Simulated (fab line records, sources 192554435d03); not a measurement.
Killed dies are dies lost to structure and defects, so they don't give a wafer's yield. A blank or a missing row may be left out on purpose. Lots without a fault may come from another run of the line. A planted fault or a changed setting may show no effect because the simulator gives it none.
Split-lot experiment | flow n5_finfet | 7 lots, 21 wafers read, on a route of 1938 steps

THE SPLIT
At N5_BEOL_M7_ETCH_62 (etches SOC in N2/H2, target depth 110 nm, overetch 22 nm, time 165 s), the setting source_w was moved away from the recipe's 840 W on 4 of the 21 wafers read, by -14.7% to +10.3%. The other wafers ran this setting at the recipe's value.

The reading is taken at the split's own step.

THE READING
rf_vpp_V, in V, at N5_BEOL_M7_ETCH_62 (etches SOC in N2/H2, target depth 110 nm, overetch 22 nm, time 165 s). Fault-free wafers of this fab line usually give 524.5 V, standard deviation 2.9 V.

wafer  | tool, chamber at the split | source_w as run, W | against the recipe | rf_vpp_V, V | against lot-mates on the recipe
L078.2 | rie_diel-02, 2             | 840                | recipe             | 520.8       | -
L078.3 | rie_diel-02, 3             | 840                | recipe             | 528.9       | -
L078.4 | rie_diel-02, 2             | 840                | recipe             | 520.8       | -
L079.3 | rie_diel-06, 2             | 840                | recipe             | 523.3       | -
L079.4 | rie_diel-06, 0             | 840                | recipe             | 522.8       | -
L079.6 | rie_diel-06, 1             | 840                | recipe             | 525.3       | -
L085.2 | rie_diel-06, 1             | 840                | recipe             | 524.6       | -
L085.3 | rie_diel-06, 0             | 840                | recipe             | 521.9       | -
L085.6 | rie_diel-06, 3             | 926.6              | +10.3%             | 510.1       | -13.1
L089.1 | rie_diel-03, 3             | 840                | recipe             | 522.7       | -
L089.3 | rie_diel-03, 2             | 840                | recipe             | 521.3       | -
L089.5 | rie_diel-03, 2             | 840                | recipe             | 521.2       | -
L088.2 | rie_diel-02, 0             | 716.8              | -14.7%             | 556.9       | +36.8
L088.3 | rie_diel-02, 2             | 840                | recipe             | 520.1       | -
L088.5 | rie_diel-02, 3             | 716.8              | -14.7%             | 557.6       | +37.5
L090.3 | rie_diel-03, 1             | 840                | recipe             | 527.1       | -
L090.5 | rie_diel-03, 1             | 840                | recipe             | 526.0       | -
L090.6 | rie_diel-03, 0             | 764.7              | -9.0%              | 539.8       | +13.2
L093.2 | rie_diel-02, 1             | 840                | recipe             | 527.8       | -
L093.3 | rie_diel-02, 2             | 840                | recipe             | 521.4       | -
L093.5 | rie_diel-02, 0             | 840                | recipe             | 527.2       | -

THE FIT
A straight line over all 21 wafers: rf_vpp_V changes by -2.03 V for each +1% of source_w; r = -0.96; the points scatter about the line by 3.3 V.
The same after taking each lot's own level away (the mean of its wafers on the recipe; 21 wafers): -2.15 V for each +1%; r = -0.96; scatter 3.6 V.
On that fit, the largest move of source_w shifts the reading by 32 V.
The lots' own levels span 520.10 to 526.55 V, that is 2.2 times the standard deviation above.
So the lot-to-lot level changes the slope little: the two slopes agree.
Check: with one of the wafers moved furthest among these (-14.7%) left out of the fit, the line predicts +29.7 V for it against its lot-mates. It came out at +36.8 V against them.
Tool readings at the split's step, against how far the setting was moved: rf_vpp_V r = -0.96.

OTHER SPLITS ON THESE WAFERS
These wafers also went through other splits before the reading. Each is held against what the fit with the lots' levels taken away leaves over:
other split on the same wafers | wafers away from the commonest value | r with rf_vpp_V (lot level and that fit taken away)
N5_BEOL_M5_EXPOSE_08 dose_mj   | 5                                    | +0.26

THE FILE'S OWN FIT
rf_vpp_V changes by -1.99 V for each +1% of source_w, r = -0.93.
